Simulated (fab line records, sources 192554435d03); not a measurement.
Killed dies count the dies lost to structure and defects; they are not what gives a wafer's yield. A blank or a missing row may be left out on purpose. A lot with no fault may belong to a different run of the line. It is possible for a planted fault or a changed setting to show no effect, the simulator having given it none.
Matching of chambers + flow n5-finfet + rie-diel-02 running N5_MOL_CONTACT_COAG_ETCH_89: 4 sister chambers
The step etches underlayer in N2/H2, target depth 13 nm, time 10.4 s. 4 wafers are shown with their chamber, then 9 later ones without.

== WAFERS PAIRED WITH THEIR CHAMBERS ==
| wafer  | chamber | showerhead-plenum-p-Torr (Torr) |
|--------|---------|---------------------------------|
| L090.4 | 0       | 2.42                            |
| L092.1 | 3       | 2.43                            |
| L092.2 | 1       | 2.38                            |
| L092.3 | 2       | 2.72                            |

== WAFERS MISSING THEIR CHAMBER ==
| wafer  | showerhead-plenum-p-Torr (Torr) |
|--------|---------------------------------|
| L093.1 | 2.43                            |
| L093.4 | 2.42                            |
| L093.5 | 2.43                            |
| L095.2 | 2.42                            |
| L095.3 | 2.43                            |
| L095.4 | 2.43                            |
| L096.2 | 2.71                            |
| L096.3 | 2.43                            |
| L096.6 | 2.43                            |

== CHAMBER TAKEN BY EACH ==
| wafer  | from the rows above | in truth |
|--------|---------------------|----------|
| L093.1 | 3                   | 3        |
| L093.4 | 0                   | 0        |
| L093.5 | 3                   | 3        |
| L095.2 | 0                   | 0        |
| L095.3 | 3                   | 3        |
| L095.4 | 3                   | 3        |
| L096.2 | 2                   | 2        |
| L096.3 | 3                   | 3        |
| L096.6 | 3                   | 3        |
Placed correctly: 9 of 9. Left unplaced by these rows: 0. 0 placed wrongly.
How it was worked out, from the rows above alone: a wafer's distance from a chamber is the root of the sum, over the readings, of the square of ((its reading less the chamber's mean) divided by the reading's scatter). The wafer belongs to the nearest chamber; if the next one is less than 2 further off, it can't be placed. The mean given for a chamber averages the wafers shown for that chamber. The scatter: with one shown wafer a chamber, the root of the mean of the squares of how far each hidden wafer lies from its nearest shown one.
